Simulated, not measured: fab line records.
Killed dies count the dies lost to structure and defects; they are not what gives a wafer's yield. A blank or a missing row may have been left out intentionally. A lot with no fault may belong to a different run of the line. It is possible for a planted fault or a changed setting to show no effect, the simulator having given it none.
Lot-split experiment :: flow n5-finfet :: 21 wafers read across 7 lots, on a route 1938 steps long

## ABOUT THE SPLIT
At N5_BEOL_M1_COAT_05 (resist thk 30 nm), the setting spin-rpm was moved away from the recipe's 1500 rpm on 7 of the 21 wafers read, by -5.6% to +6.7%. All remaining wafers had this setting at the recipe value.

## FROM THE SPLIT TO THE READING: what the file shows between them, 2 steps
- N5_BEOL_M1_EBR_07
- N5_BEOL_M1_SOFTBAKE_06: time 60 s

## THE READING
CAR-EUV_of_BEOL_M1_COAT_05.thk-nm (the simulator's own value, which no gauge read), in nm, at N5_BEOL_M1_DESCUM_16 (chemistry O2, time 7 s). The file gives no usual value for it. Average 26.0 nm, standard deviation 0.13 nm, over the 14 wafers here run with the recipe.

wafer: L074.1
tool, chamber at the split: litho-track-05, 0
spin-rpm as run, rpm: 1416
against the recipe: -5.6%
CAR-EUV_of_BEOL_M1_COAT_05.thk-nm, nm: 27
against lot-mates on the recipe: +1.0

wafer: L074.2
tool, chamber at the split: litho-track-05, 0
spin-rpm as run, rpm: 1416
against the recipe: -5.6%
CAR-EUV_of_BEOL_M1_COAT_05.thk-nm, nm: 27
against lot-mates on the recipe: +1.0

wafer: L074.4
tool, chamber at the split: litho-track-05, 0
spin-rpm as run, rpm: 1500
against the recipe: recipe
CAR-EUV_of_BEOL_M1_COAT_05.thk-nm, nm: 26
against lot-mates on the recipe: -

wafer: L075.2
tool, chamber at the split: litho-track-03, 0
spin-rpm as run, rpm: 1500
against the recipe: recipe
CAR-EUV_of_BEOL_M1_COAT_05.thk-nm, nm: 26.2
against lot-mates on the recipe: -

wafer: L075.4
tool, chamber at the split: litho-track-03, 0
spin-rpm as run, rpm: 1601
against the recipe: +6.7%
CAR-EUV_of_BEOL_M1_COAT_05.thk-nm, nm: 25.4
against lot-mates on the recipe: -0.8

wafer: L075.6
tool, chamber at the split: litho-track-03, 0
spin-rpm as run, rpm: 1601
against the recipe: +6.7%
CAR-EUV_of_BEOL_M1_COAT_05.thk-nm, nm: 25.2
against lot-mates on the recipe: -1.0

wafer: L082.2
tool, chamber at the split: litho-track-02, 0
spin-rpm as run, rpm: 1500
against the recipe: recipe
CAR-EUV_of_BEOL_M1_COAT_05.thk-nm, nm: 25.8
against lot-mates on the recipe: -

wafer: L082.3
tool, chamber at the split: litho-track-02, 0
spin-rpm as run, rpm: 1500
against the recipe: recipe
CAR-EUV_of_BEOL_M1_COAT_05.thk-nm, nm: 25.8
against lot-mates on the recipe: -

wafer: L082.4
tool, chamber at the split: litho-track-02, 0
spin-rpm as run, rpm: 1500
against the recipe: recipe
CAR-EUV_of_BEOL_M1_COAT_05.thk-nm, nm: 26
against lot-mates on the recipe: -

wafer: L085.2
tool, chamber at the split: litho-track-05, 0
spin-rpm as run, rpm: 1553
against the recipe: +3.5%
CAR-EUV_of_BEOL_M1_COAT_05.thk-nm, nm: 25.6
against lot-mates on the recipe: no lot-mate on the recipe

wafer: L085.4
tool, chamber at the split: litho-track-05, 0
spin-rpm as run, rpm: 1553
against the recipe: +3.5%
CAR-EUV_of_BEOL_M1_COAT_05.thk-nm, nm: 25.6
against lot-mates on the recipe: no lot-mate on the recipe

wafer: L085.5
tool, chamber at the split: litho-track-05, 0
spin-rpm as run, rpm: 1553
against the recipe: +3.5%
CAR-EUV_of_BEOL_M1_COAT_05.thk-nm, nm: 25.6
against lot-mates on the recipe: no lot-mate on the recipe

wafer: L088.2
tool, chamber at the split: litho-track-05, 0
spin-rpm as run, rpm: 1500
against the recipe: recipe
CAR-EUV_of_BEOL_M1_COAT_05.thk-nm, nm: 26.2
against lot-mates on the recipe: -

wafer: L088.4
tool, chamber at the split: litho-track-05, 0
spin-rpm as run, rpm: 1500
against the recipe: recipe
CAR-EUV_of_BEOL_M1_COAT_05.thk-nm, nm: 26
against lot-mates on the recipe: -

wafer: L088.6
tool, chamber at the split: litho-track-05, 0
spin-rpm as run, rpm: 1500
against the recipe: recipe
CAR-EUV_of_BEOL_M1_COAT_05.thk-nm, nm: 26
against lot-mates on the recipe: -

wafer: L091.1
tool, chamber at the split: litho-track-03, 0
spin-rpm as run, rpm: 1500
against the recipe: recipe
CAR-EUV_of_BEOL_M1_COAT_05.thk-nm, nm: 26
against lot-mates on the recipe: -

wafer: L091.2
tool, chamber at the split: litho-track-03, 0
spin-rpm as run, rpm: 1500
against the recipe: recipe
CAR-EUV_of_BEOL_M1_COAT_05.thk-nm, nm: 26
against lot-mates on the recipe: -

wafer: L091.6
tool, chamber at the split: litho-track-03, 0
spin-rpm as run, rpm: 1500
against the recipe: recipe
CAR-EUV_of_BEOL_M1_COAT_05.thk-nm, nm: 26.2
against lot-mates on the recipe: -

wafer: L097.2
tool, chamber at the split: litho-track-02, 0
spin-rpm as run, rpm: 1500
against the recipe: recipe
CAR-EUV_of_BEOL_M1_COAT_05.thk-nm, nm: 26.2
against lot-mates on the recipe: -

wafer: L097.5
tool, chamber at the split: litho-track-02, 0
spin-rpm as run, rpm: 1500
against the recipe: recipe
CAR-EUV_of_BEOL_M1_COAT_05.thk-nm, nm: 26.2
against lot-mates on the recipe: -

wafer: L097.4
tool, chamber at the split: litho-track-02, 0
spin-rpm as run, rpm: 1500
against the recipe: recipe
CAR-EUV_of_BEOL_M1_COAT_05.thk-nm, nm: 26
against lot-mates on the recipe: -

FIT RESULTS
A straight line over all 21 wafers: CAR-EUV_of_BEOL_M1_COAT_05.thk-nm changes by -0.136 nm for each +1% of spin-rpm; r = -0.95; the points scatter about the line by 0.14 nm.
The same after taking each lot's own level away (the mean of its wafers on the recipe; 18 wafers): -0.152 nm for each +1%; r = -0.97; scatter 0.11 nm.
The reading moves by 1 nm for the largest change in spin-rpm, on that fit.
Across the lots, their own levels run from 25.87 to 26.20 nm, a range of 2.5 times the standard deviation given above.
So the lot-to-lot level changes the slope: the two fits differ.
Check: -1.1 nm against its lot-mates is what the line predicts for one of the wafers moved furthest among these (+6.7%) when that wafer is left out of the fit. Against them it came out at -0.8 nm.

## ADDITIONAL SPLITS CARRIED BY THESE WAFERS
These wafers also went through other splits before the reading. Each is held against what the fit with the lots' levels taken away leaves over:
other split on the same wafers: N5_GATE_CUT_EXPOSE_10 dose-mj
wafers away from the commonest value: 5
r with CAR-EUV_of_BEOL_M1_COAT_05.thk-nm (lot level and that fit taken away): +0.14

other split on the same wafers: N5_MOL_CONTACT_COAG_ETCH_110 bias-w
wafers away from the commonest value: 4
r with CAR-EUV_of_BEOL_M1_COAT_05.thk-nm (lot level and that fit taken away): +0.14

other split on the same wafers: N5_MOL_CONTACT_COAG_CVD_140 target-thk-a
wafers away from the commonest value: 8
r with CAR-EUV_of_BEOL_M1_COAT_05.thk-nm (lot level and that fit taken away): +0.04

other split on the same wafers: N5_BEOL_M0_SAQP_COAT_34 spin-rpm
wafers away from the commonest value: 7
r with CAR-EUV_of_BEOL_M1_COAT_05.thk-nm (lot level and that fit taken away): +0.12

other split on the same wafers: N5_BEOL_M1_PECVD_72 time-s
wafers away from the commonest value: 4
r with CAR-EUV_of_BEOL_M1_COAT_05.thk-nm (lot level and that fit taken away): +0.36

## THE WHOLE CHAIN: every reading that the file lists as answering this split, in the file's order
step: N5_BEOL_M1_COAT_05
what it does: resist thk 30 nm
reading: CAR-EUV_of_BEOL_M1_COAT_05.thk-nm (the simulator's own value, which no gauge read)
change (the file's fit): -0.143 nm for each +1% of the setting
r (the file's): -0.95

step: N5_BEOL_M1_DESCUM_16
what it does: chemistry O2, time 7 s
reading: CAR-EUV_of_BEOL_M1_COAT_05.thk-nm (the simulator's own value, which no gauge read)
change (the file's fit): -0.152 nm for each +1% of the setting
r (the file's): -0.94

## FILE'S OWN FIT
CAR-EUV_of_BEOL_M1_COAT_05.thk-nm changes by -0.152 nm for each +1% of spin-rpm, r = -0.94.
